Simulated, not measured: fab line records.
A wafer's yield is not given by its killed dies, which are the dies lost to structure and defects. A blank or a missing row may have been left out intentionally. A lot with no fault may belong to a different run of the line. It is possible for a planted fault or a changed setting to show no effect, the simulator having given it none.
Which tool was responsible? + flow n5 finfet + 12 lots with 35 wafers sampled at 4 steps, on a route of 1938 steps

WHAT THE GAUGES SHOWED, per wafer
N5_BEOL_M9_INSPECT_30: inspects for defects (brightfield). Usual: 452 for raw defect count, sd 120.
| lot  | measured     | on                | raw defect count | flag |
|------|--------------|-------------------|------------------|------|
| L264 | day 11 14:42 | defect inspect-02 | 569 398 820      |      |
| L268 | day 12 14:19 | defect inspect-02 | 409 531 461      |      |
| L273 | day 13 23:14 | defect inspect-02 | 428 388 587      |      |
| L274 | day 14 08:35 | defect inspect-01 | 410 323 260      |      |
| L276 | day 14 08:17 | defect inspect-02 | 624 613 703      |      |
| L280 | day 15 14:22 | defect inspect-02 | 648 552 613      |      |
| L279 | day 15 14:49 | defect inspect-02 | 437 557          |      |
| L281 | day 15 16:54 | defect inspect-02 | 297 360 456      |      |
| L282 | day 16 05:56 | defect inspect-01 | 524 542 821      |      |
| L284 | day 16 14:11 | defect inspect-02 | 398 441 451      |      |
| L285 | day 16 22:47 | defect inspect-02 | 545 487 332      |      |
| L286 | day 16 22:45 | defect inspect-02 | 287 341 530      |      |

TOOL THAT RAN EACH LOT (tool first, then ch and the chambers of the sampled wafers, then the start)
| lot  | N5_BEOL_M9_CURE_71            | N5_BEOL_M9_STRIP_19                | N5_BEOL_M9_COAT_63                |
|------|-------------------------------|------------------------------------|-----------------------------------|
| L264 | uv cure-03 ch 0, day 11 09:22 | rie diel-01 ch 0,2, day 11 12:38   | litho track-01 ch 0, day 11 14:20 |
| L268 | uv cure-02 ch 1, day 12 10:27 | rie diel-02 ch 0,2,3, day 12 12:53 | litho track-03 ch 0, day 12 13:48 |
| L273 | uv cure-01 ch 1, day 13 15:03 | rie diel-02 ch 2,3, day 13 18:29   | litho track-03 ch 0, day 13 22:33 |
| L274 | uv cure-03 ch 2, day 14 03:28 | rie diel-05 ch 1,3, day 14 06:46   | litho track-03 ch 0, day 14 08:07 |
| L276 | uv cure-02 ch 1, day 14 04:13 | rie diel-05 ch 1,2,3, day 14 06:41 | litho track-01 ch 0, day 14 07:49 |
| L280 | uv cure-03 ch 2, day 15 06:31 | rie diel-01 ch 1,2,3, day 15 10:37 | litho track-01 ch 0, day 15 13:53 |
| L279 | uv cure-01 ch 2, day 15 07:22 | rie diel-05 ch 0,3, day 15 11:07   | litho track-05 ch 0, day 15 14:11 |
| L281 | uv cure-01 ch 2, day 15 12:27 | rie diel-05 ch 0,1, day 15 16:13   | litho track-01 ch 0, day 15 16:25 |
| L282 | uv cure-03 ch 1, day 15 22:53 | rie diel-02 ch 1,2,3, day 16 02:06 | litho track-05 ch 0, day 16 05:26 |
| L284 | uv cure-01 ch 0, day 16 11:46 | rie diel-05 ch 0,2, day 16 13:17   | litho track-05 ch 0, day 16 13:43 |
| L285 | uv cure-01 ch 2, day 16 17:22 | rie diel-05 ch 0,1,3, day 16 20:41 | litho track-03 ch 0, day 16 22:24 |
| L286 | uv cure-01 ch 2, day 16 18:23 | rie diel-05 ch 0,1,3, day 16 20:47 | litho track-01 ch 0, day 16 22:23 |
- N5_BEOL_M9_CURE_71: cures SiCOH lowk, time 240 s.
- N5_BEOL_M9_STRIP_19: strips in O2.
- N5_BEOL_M9_COAT_63: time 60 s, resist thk 60 nm.

WHAT THE TOOLS THEMSELVES READ (means of the sampled wafers that have a number; where no wafer has one, the mark that the record gives instead)
N5_BEOL_M9_CURE_71. Usual: lamp power pct 52.32 %, standard deviation 0.049; wafer_temp_C_max 386.8, standard deviation 0.64.
| lot  | tool       | lamp power pct (%) | wafer_temp_C_max | flag |
|------|------------|--------------------|------------------|------|
| L264 | uv cure-03 | 52.37              | 386.1            |      |
| L268 | uv cure-02 | 52.28              | 387.4            |      |
| L273 | uv cure-01 | 52.29              | 387.3            |      |
| L274 | uv cure-03 | 52.37              | 387.2            |      |
| L276 | uv cure-02 | 52.30              | 387.8            |      |
| L280 | uv cure-03 | 52.36              | 387.3            |      |
| L279 | uv cure-01 | 52.29              | 386.4            |      |
| L281 | uv cure-01 | 52.37              | 386.1            |      |
| L282 | uv cure-03 | 52.29              | 386.8            |      |
| L284 | uv cure-01 | 52.31              | 386.6            |      |
| L285 | uv cure-01 | 52.26              | 386.2            |      |
| L286 | uv cure-01 | 52.33              | 385.9            |      |

N5_BEOL_M9_STRIP_19. Usual: drypump motor current A 5.8 A, standard deviation 0.39; oes product au 0.81 a.u., standard deviation 0.096; rf vpp V 3.6 V, standard deviation 0.59; showerhead plenum p Torr 2.11 Torr, standard deviation 0.069; throttle valve pct 16.67 %, standard deviation 0.19.
| lot  | tool        | drypump motor current A (A) | oes product au (a.u.) | rf vpp V (V) | showerhead plenum p Torr (Torr) | throttle valve pct (%) | flag |
|------|-------------|-----------------------------|-----------------------|--------------|---------------------------------|------------------------|------|
| L264 | rie diel-01 | 6.2                         | 0.87                  | 3.7          | 2.15                            | 16.70                  |      |
| L268 | rie diel-02 | 6.0                         | 0.76                  | 3.4          | 2.15                            | 16.79                  |      |
| L273 | rie diel-02 | 6.2                         | 0.73                  | 4.0          | 2.11                            | 16.65                  |      |
| L274 | rie diel-05 | 5.9                         | 0.86                  | 3.5          | 2.12                            | 16.62                  |      |
| L276 | rie diel-05 | 5.6                         | 0.78                  | 3.4          | 2.07                            | 16.67                  |      |
| L280 | rie diel-01 | 5.8                         | 0.85                  | 3.3          | 2.16                            | 16.68                  |      |
| L279 | rie diel-05 | 5.9                         | 0.93                  | 3.8          | 2.14                            | 16.52                  |      |
| L281 | rie diel-05 | 6.0                         | 0.80                  | 4.1          | 2.09                            | 16.64                  |      |
| L282 | rie diel-02 | 6.0                         | 0.87                  | 3.3          | 2.13                            | 16.44                  |      |
| L284 | rie diel-05 | 5.4                         | 0.78                  | 4.0          | 2.04                            | 16.64                  |      |
| L285 | rie diel-05 | 6.0                         | 0.84                  | 3.5          | 2.12                            | 16.62                  |      |
| L286 | rie diel-05 | 5.9                         | 0.84                  | 3.6          | 2.12                            | 16.61                  |      |

N5_BEOL_M9_COAT_63. Usual: resist line temp C 23.02 C, standard deviation 0.11; spin speed rpm 1500.2 rpm, standard deviation 0.95.
| lot  | tool           | resist line temp C (C) | spin speed rpm (rpm) | flag |
|------|----------------|------------------------|----------------------|------|
| L264 | litho track-01 | 23.08                  | 1501.0               |      |
| L268 | litho track-03 | 22.96                  | 1499.5               |      |
| L273 | litho track-03 | 22.97                  | 1714.0               | OFF  |
| L274 | litho track-03 | 22.96                  | 1715.3               | OFF  |
| L276 | litho track-01 | 23.10                  | 1501.2               |      |
| L280 | litho track-01 | 22.97                  | 1500.6               |      |
| L279 | litho track-05 | 23.12                  | 1501.0               |      |
| L281 | litho track-01 | 22.94                  | 1500.2               |      |
| L282 | litho track-05 | 22.99                  | 1500.6               |      |
| L284 | litho track-05 | 23.15                  | 1500.5               |      |
| L285 | litho track-03 | 23.00                  | 1501.5               |      |
| L286 | litho track-01 | 23.07                  | 1500.8               |      |

THE ANSWER, worked out from the rows above alone
Rule: take the mean of a lot's wafers that have a number; if it is more than 3 standard deviations from the usual mean, the lot is off. A lot without any number at a reading at which 4 lots or more have one is off too. Any other lot the step has rows for is counted as sound. First the gauges in route order, then the tools' own readings, where a lot's mean is used as printed above. At the first step where some lot is off, the reading lying furthest off is the one used; lots without a number count as furthest.
Off at N5_BEOL_M9_COAT_63 (spin speed rpm): L273, L274.
A tool fits if, at that step or a process step before it, it ran every lot that is off, and no sound lot after the first of them. No candidate that was tried fits.

WHAT WAS PUT IN BY THE SIMULATOR
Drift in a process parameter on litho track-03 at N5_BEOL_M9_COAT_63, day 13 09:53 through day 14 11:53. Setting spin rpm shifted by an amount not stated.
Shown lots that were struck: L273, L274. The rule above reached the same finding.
